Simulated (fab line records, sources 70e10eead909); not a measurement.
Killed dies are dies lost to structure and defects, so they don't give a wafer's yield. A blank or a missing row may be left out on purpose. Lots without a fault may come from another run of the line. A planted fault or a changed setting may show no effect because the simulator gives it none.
Which tool did it? | flow nand_harc | 12 lots, 36 wafers sampled, at 6 steps of a route of 1159

WHAT THE GAUGES READ, wafer by wafer
NHARC_P_GATE_CD_MEAS_59: target cd 720 nm. Usual: cd_nm 720.0 nm, standard deviation 1.9.
lot  | measured     | on        | cd_nm (nm)        | flag
L280 | day 5 10:58  | cd_sem-03 | 719.6 720.3 718.2 |
L284 | day 6 09:01  | cd_sem-02 | 758.1 760.0 760.9 | OFF
L293 | day 8 12:46  | cd_sem-03 | 720.5 722.8 723.8 |
L294 | day 8 21:55  | cd_sem-01 | 721.4 718.6 719.0 |
L298 | day 9 08:20  | cd_sem-02 | 721.8 720.4 721.9 |
L297 | day 9 09:53  | cd_sem-01 | 720.5 719.4 720.5 |
L296 | day 9 09:31  | cd_sem-02 | 716.1 716.2 718.5 |
L300 | day 9 23:35  | cd_sem-02 | 718.4 718.4 720.3 |
L299 | day 9 23:53  | cd_sem-02 | 719.1 720.4 715.7 |
L301 | day 10 10:35 | cd_sem-01 | 720.3 718.8 719.6 |
L302 | day 10 15:10 | cd_sem-02 | 718.9 714.9 717.2 |
L303 | day 11 08:19 | cd_sem-01 | 722.0 715.8 718.3 |

NHARC_P_GATE_CD_MEAS_91: target cd 2000 nm. Usual: cd_nm 2001.1 nm, standard deviation 1.9.
lot  | measured     | on        | cd_nm (nm)           | flag
L280 | day 5 12:59  | cd_sem-02 | 2002.3 2002.9 2003.2 |
L284 | day 6 10:47  | cd_sem-01 | 2001.2 2000.4 2001.2 |
L293 | day 8 14:22  | cd_sem-03 | 2000.7 2002.9 2000.7 |
L294 | day 9 00:22  | cd_sem-02 | 2001.6 2005.0 2003.4 |
L298 | day 9 11:04  | cd_sem-01 | 2001.2 1997.9 2003.0 |
L297 | day 9 12:06  | cd_sem-03 | 2001.2 2002.8 2001.5 |
L296 | day 9 11:47  | cd_sem-03 | 2001.2 2002.9 2000.8 |
L300 | day 10 01:28 | cd_sem-03 | 1999.9 2000.8 2002.7 |
L299 | day 10 01:56 | cd_sem-01 | 1999.9 1997.5 2001.9 |
L301 | day 10 12:10 | cd_sem-02 | 2003.1 2004.0 2001.5 |
L302 | day 10 19:41 | cd_sem-02 | 1999.9 1999.3 2002.5 |
L303 | day 11 09:54 | cd_sem-02 | 2000.0 1997.4 1997.9 |

NHARC_END_SORT_01. Usual: killed_at_array 29, standard deviation 11; killed_at_other 0.7, standard deviation 1.1; killed_at_periphery 3.1, standard deviation 2; killed_dies 33, standard deviation 11; killed_open 3.5, standard deviation 1.8; killed_short 2.0, standard deviation 1.4.
lot  | measured     | on        | killed_at_array | killed_at_other | killed_at_periphery | killed_dies | killed_open | killed_short | flag
L293 | day 22 15:48 | prober-02 | 28 34 39        | 0 0 1           | 2 1 0               | 30 35 40    | 3 3 2       | 3 5 4        |
L294 | day 23 00:26 | prober-01 | 39 41 37        | 3 3 2           | 0 2 2               | 42 46 41    | 4 3 8       | 2 2 2        |
L298 | day 24 09:32 | prober-02 | 19 8 15         | 2 0 1           | 2 0 2               | 23 8 18     | 5 1 1       | 3 1 1        |
L297 | day 24 04:03 | prober-01 | 49 54 40        | 0 0 4           | 5 1 2               | 54 55 46    | 2 3 3       | 2 2 2        |
L296 | day 23 19:23 | prober-01 | 59 57 41        | 0 0 0           | 4 6 5               | 63 63 46    | 2 5 1       | 1 1 2        |
L300 | day 24 10:14 | prober-01 | 40 37 47        | 2 1 2           | 0 2 0               | 42 40 49    | 0 6 5       | 3 2 1        |
L299 | day 24 17:19 | prober-02 | 33 32 48        | 1 1 1           | 3 2 3               | 37 35 52    | 6 3 2       | 2 1 4        |
L301 | day 24 02:35 | prober-02 | 21 18 29        | 2 0 1           | 2 4 4               | 25 22 34    | 4 4 4       | 2 0 2        |

WHICH TOOL RAN EACH LOT (tool, then ch and the chambers of the sampled wafers, then the start)
lot  | NHARC_P_GATE_DEP_103           | NHARC_P_GATE_DESCUM_48             | NHARC_P_GATE_EXPOSE_56
L280 | pecvd-03 ch 0,1,2, day 4 20:10 | rie_diel-05 ch 0,2, day 5 09:07    | krf_scanner-03 ch 0, day 5 10:47
L284 | pecvd-01 ch 0,2, day 5 18:43   | rie_diel-07 ch 0,1,3, day 6 07:34  | krf_scanner-03 ch 0, day 6 08:52
L293 | pecvd-03 ch 0,2, day 7 22:01   | rie_diel-07 ch 0,1,2, day 8 11:12  | krf_scanner-04 ch 0, day 8 12:37
L294 | pecvd-03 ch 0,1,2, day 8 06:20 | rie_diel-05 ch 0,1, day 8 19:18    | krf_scanner-02 ch 0, day 8 21:46
L298 | pecvd-02 ch 0,2, day 8 17:32   | rie_diel-05 ch 0,2,3, day 9 06:20  | krf_scanner-02 ch 0, day 9 08:11
L297 | pecvd-03 ch 1,2, day 8 18:19   | rie_diel-11 ch 0,1, day 9 07:22    | krf_scanner-02 ch 0, day 9 09:44
L296 | pecvd-01 ch 1,2, day 8 18:20   | rie_diel-07 ch 2,3, day 9 07:04    | krf_scanner-04 ch 0, day 9 09:22
L300 | pecvd-03 ch 0,1,2, day 9 09:02 | rie_diel-07 ch 0,1,3, day 9 22:01  | krf_scanner-04 ch 0, day 9 23:26
L299 | pecvd-03 ch 0,2, day 9 09:13   | rie_diel-05 ch 0,1,2, day 9 22:18  | krf_scanner-02 ch 0, day 9 23:43
L301 | pecvd-03 ch 0,1,2, day 9 20:28 | rie_diel-07 ch 1,2,3, day 10 09:01 | krf_scanner-03 ch 0, day 10 10:25
L302 | pecvd-02 ch 1,2, day 10 00:42  | rie_diel-05 ch 0,2, day 10 13:31   | krf_scanner-02 ch 0, day 10 14:59
L303 | pecvd-03 ch 0,2, day 10 16:18  | rie_diel-05 ch 0,1, day 11 06:41   | krf_scanner-04 ch 0, day 11 08:09
- NHARC_P_GATE_DEP_103: deposits SiON, target thk 30 nm.
- NHARC_P_GATE_DESCUM_48: chemistry O2, time 3 s.
- NHARC_P_GATE_EXPOSE_56: exposes mask P PSD, target cd 720 nm.

WHAT THE TOOLS THEMSELVES READ (means of the sampled wafers that have a number; where no wafer has one, the mark that the record gives instead)
NHARC_P_GATE_DEP_103. Usual: heater_power_w 729 W, standard deviation 65.
lot  | tool     | heater_power_w (W) | flag
L280 | pecvd-03 | 716                |
L284 | pecvd-01 | 735                |
L293 | pecvd-03 | 711                |
L294 | pecvd-03 | 726                |
L298 | pecvd-02 | 725                |
L297 | pecvd-03 | 651                |
L296 | pecvd-01 | 720                |
L300 | pecvd-03 | 692                |
L299 | pecvd-03 | 720                |
L301 | pecvd-03 | 717                |
L302 | pecvd-02 | 805                |
L303 | pecvd-03 | 671                |

NHARC_P_GATE_DESCUM_48. Usual: drypump_motor_current_A 5.8 A, standard deviation 0.5; mfc_ar_sccm 0.013 sccm, standard deviation 0.014; oes_product_au 0.998 a.u., standard deviation 0.0096; rf_vpp_V 57.9 V, standard deviation 0.89; showerhead_plenum_p_Torr 1.95 Torr, standard deviation 0.075; throttle_valve_pct 11.311 %, standard deviation 0.0097.
lot  | tool        | drypump_motor_current_A (A) | mfc_ar_sccm (sccm) | oes_product_au (a.u.) | rf_vpp_V (V) | showerhead_plenum_p_Torr (Torr) | throttle_valve_pct (%) | flag
L280 | rie_diel-05 | 5.6                         | 0.000              | 1.001                 | 57.9         | 1.89                            | 11.307                 |
L284 | rie_diel-07 | 5.7                         | 0.022              | 0.998                 | 57.6         | 1.98                            | 11.310                 |
L293 | rie_diel-07 | 6.3                         | 0.017              | 1.011                 | 58.1         | 1.96                            | 11.311                 |
L294 | rie_diel-05 | 5.6                         | 0.011              | 0.997                 | 57.7         | 1.88                            | 11.305                 |
L298 | rie_diel-05 | 5.5                         | 0.010              | 0.991                 | 58.2         | 1.93                            | 11.313                 |
L297 | rie_diel-11 | 5.9                         | 0.003              | 1.009                 | 57.6         | 1.82                            | 11.308                 |
L296 | rie_diel-07 | 5.6                         | 0.011              | 0.987                 | 58.9         | 2.04                            | 11.319                 |
L300 | rie_diel-07 | 5.7                         | 0.022              | 0.999                 | 58.3         | 1.98                            | 11.317                 |
L299 | rie_diel-05 | 5.6                         | 0.011              | 0.996                 | 57.2         | 1.92                            | 11.312                 |
L301 | rie_diel-07 | 6.0                         | 0.010              | 0.999                 | 57.9         | 2.01                            | 11.308                 |
L302 | rie_diel-05 | 5.6                         | 0.000              | 0.992                 | 57.7         | 1.88                            | 11.305                 |
L303 | rie_diel-05 | 5.6                         | 0.011              | 0.992                 | 57.7         | 1.88                            | 11.306                 |

NHARC_P_GATE_EXPOSE_56. Usual: exposure_dose_mJ_cm2 14.815, standard deviation 0.015.
lot  | tool           | exposure_dose_mJ_cm2 | flag
L280 | krf_scanner-03 | 14.836               |
L284 | krf_scanner-03 | 14.812               |
L293 | krf_scanner-04 | 14.820               |
L294 | krf_scanner-02 | 14.807               |
L298 | krf_scanner-02 | 14.824               |
L297 | krf_scanner-02 | 14.830               |
L296 | krf_scanner-04 | 14.796               |
L300 | krf_scanner-04 | 14.806               |
L299 | krf_scanner-02 | 14.811               |
L301 | krf_scanner-03 | 14.800               |
L302 | krf_scanner-02 | 14.821               |
L303 | krf_scanner-04 | 14.818               |

THE ANSWER, worked out from the rows above alone
Rule: a lot is off if the mean of its wafers that have a number lies more than 3 standard deviations from the usual mean. A lot without any number at a reading at which 4 lots or more have one is off too. The other lots that the step has rows for count as sound. The gauges are gone through in route order, then the tools' own readings, and for those a lot's mean is taken as printed above. The first step at which some lot is off is used, and at that step the reading that is off furthest; a lot without a number counts as furthest.
Off: L284, at NHARC_P_GATE_CD_MEAS_59 (cd_nm).
A tool fits if, at a process step before that reading, it ran every lot that is off, and no sound lot after the first of them. The gauges at NHARC_P_GATE_CD_MEAS_59 are tried like those tools. None of those tried fits.

WHAT THE SIMULATOR HAD PUT IN
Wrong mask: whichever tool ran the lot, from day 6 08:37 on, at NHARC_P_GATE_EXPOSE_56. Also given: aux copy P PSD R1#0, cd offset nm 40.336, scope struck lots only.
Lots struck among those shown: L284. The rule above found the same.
